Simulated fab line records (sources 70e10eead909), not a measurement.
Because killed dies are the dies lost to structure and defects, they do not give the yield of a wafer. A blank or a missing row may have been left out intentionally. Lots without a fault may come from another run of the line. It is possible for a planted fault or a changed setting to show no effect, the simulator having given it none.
Chamber matching :: flow nandHarc :: NHARC_P_ZERO_WELL_ETCH_63 on rieSi-01: 4 sister chambers
The step etches the open film in HBr/Cl2, target depth 120 nm, time 40.1 s. 18 wafers are shown with their chamber, then 9 later ones without.

## EACH WAFER AND ITS CHAMBER
wafer: L076.4
chamber: 0
drypumpMotorCurrentA (A): 5.3
oesProductAu (a.u.): 1.001
mfcCl2Sccm (sccm): 50.13

wafer: L076.5
chamber: 2
drypumpMotorCurrentA (A): 5.5
oesProductAu (a.u.): 1.007
mfcCl2Sccm (sccm): 49.84

wafer: L076.6
chamber: 1
drypumpMotorCurrentA (A): 6.2
oesProductAu (a.u.): 0.993
mfcCl2Sccm (sccm): 50.29

wafer: L077.2
chamber: 2
drypumpMotorCurrentA (A): 5.4
oesProductAu (a.u.): 1.000
mfcCl2Sccm (sccm): 49.88

wafer: L077.3
chamber: 1
drypumpMotorCurrentA (A): 6.2
oesProductAu (a.u.): 1.002
mfcCl2Sccm (sccm): 50.05

wafer: L077.6
chamber: 0
drypumpMotorCurrentA (A): 5.3
oesProductAu (a.u.): 1.007
mfcCl2Sccm (sccm): 49.88

wafer: L079.1
chamber: 2
drypumpMotorCurrentA (A): 5.4
oesProductAu (a.u.): 0.996
mfcCl2Sccm (sccm): 50.04

wafer: L079.2
chamber: 0
drypumpMotorCurrentA (A): 5.3
oesProductAu (a.u.): 1.004
mfcCl2Sccm (sccm): 50.01

wafer: L079.4
chamber: 1
drypumpMotorCurrentA (A): 6.2
oesProductAu (a.u.): 0.996
mfcCl2Sccm (sccm): 50.19

wafer: L083.1
chamber: 1
drypumpMotorCurrentA (A): 6.2
oesProductAu (a.u.): 0.992
mfcCl2Sccm (sccm): 50.12

wafer: L083.4
chamber: 3
drypumpMotorCurrentA (A): 5.7
oesProductAu (a.u.): 0.989
mfcCl2Sccm (sccm): 50.05

wafer: L083.5
chamber: 1
drypumpMotorCurrentA (A): 6.2
oesProductAu (a.u.): 0.983
mfcCl2Sccm (sccm): 49.81

wafer: L085.1
chamber: 3
drypumpMotorCurrentA (A): 5.7
oesProductAu (a.u.): 0.990
mfcCl2Sccm (sccm): 50.11

wafer: L085.4
chamber: 1
drypumpMotorCurrentA (A): 6.1
oesProductAu (a.u.): 0.981
mfcCl2Sccm (sccm): 50.25

wafer: L085.6
chamber: 1
drypumpMotorCurrentA (A): 6.1
oesProductAu (a.u.): 0.993
mfcCl2Sccm (sccm): 50.06

wafer: L093.1
chamber: 1
drypumpMotorCurrentA (A): 6.2
oesProductAu (a.u.): 1.003
mfcCl2Sccm (sccm): 50.19

wafer: L093.4
chamber: 2
drypumpMotorCurrentA (A): 5.4
oesProductAu (a.u.): 1.009
mfcCl2Sccm (sccm): 50.09

wafer: L093.6
chamber: 1
drypumpMotorCurrentA (A): 6.2
oesProductAu (a.u.): 1.001
mfcCl2Sccm (sccm): 49.97

SIGNATURES (averages over the wafers above)
reading: drypumpMotorCurrentA
chamber 0: 5.300
chamber 1: 6.178
chamber 2: 5.425
chamber 3: 5.700
scatter within a chamber: 0.0406

reading: oesProductAu
chamber 0: 1.00400
chamber 1: 0.99378
chamber 2: 1.00300
chamber 3: 0.98950
scatter within a chamber: 0.00667

reading: mfcCl2Sccm
chamber 0: 50.0067
chamber 1: 50.1033
chamber 2: 49.9625
chamber 3: 50.0800
scatter within a chamber: 0.136
Rule: a wafer's distance from a chamber is the root of the sum, over the readings, of the square of ((its reading less the chamber's mean) divided by the reading's scatter). The wafer belongs to the nearest chamber; if the next one is less than 2 further off, it can't be placed. The scatter: take each reading less its chamber's mean, square it, sum over the shown wafers, divide by the number of wafers less the number of chambers, and take the root.

## WAFERS WITHOUT THEIR CHAMBER
wafer: L094.2
drypumpMotorCurrentA (A): 6.2
oesProductAu (a.u.): 0.999
mfcCl2Sccm (sccm): 50.09

wafer: L094.3
drypumpMotorCurrentA (A): 5.7
oesProductAu (a.u.): 0.997
mfcCl2Sccm (sccm): 49.88

wafer: L094.5
drypumpMotorCurrentA (A): 5.4
oesProductAu (a.u.): 1.001
mfcCl2Sccm (sccm): 50.06

wafer: L096.2
drypumpMotorCurrentA (A): 5.3
oesProductAu (a.u.): 0.998
mfcCl2Sccm (sccm): 50.02

wafer: L096.5
drypumpMotorCurrentA (A): 6.2
oesProductAu (a.u.): 1.015
mfcCl2Sccm (sccm): 50.17

wafer: L096.6
drypumpMotorCurrentA (A): 5.5
oesProductAu (a.u.): 1.010
mfcCl2Sccm (sccm): 50.11

wafer: L097.1
drypumpMotorCurrentA (A): 5.8
oesProductAu (a.u.): 1.002
mfcCl2Sccm (sccm): 50.09

wafer: L097.2
drypumpMotorCurrentA (A): 6.2
oesProductAu (a.u.): 1.016
mfcCl2Sccm (sccm): 50.05

wafer: L097.4
drypumpMotorCurrentA (A): 5.3
oesProductAu (a.u.): 0.986
mfcCl2Sccm (sccm): 49.84

## WHICH CHAMBER EACH ONE RAN IN
wafer: L094.2
from the rows above: 1
in truth: 1

wafer: L094.3
from the rows above: 3
in truth: 3

wafer: L094.5
from the rows above: can't be placed: 2 or 0
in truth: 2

wafer: L096.2
from the rows above: 0
in truth: 0

wafer: L096.5
from the rows above: 1
in truth: 1

wafer: L096.6
from the rows above: 2
in truth: 2

wafer: L097.1
from the rows above: 3
in truth: 3

wafer: L097.2
from the rows above: 1
in truth: 1

wafer: L097.4
from the rows above: can't be placed: 0 or 2
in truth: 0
Placed correctly: 7 of 9. Not placeable from these rows: 2 (in 2, the candidates include the true chamber). 0 placed wrongly.
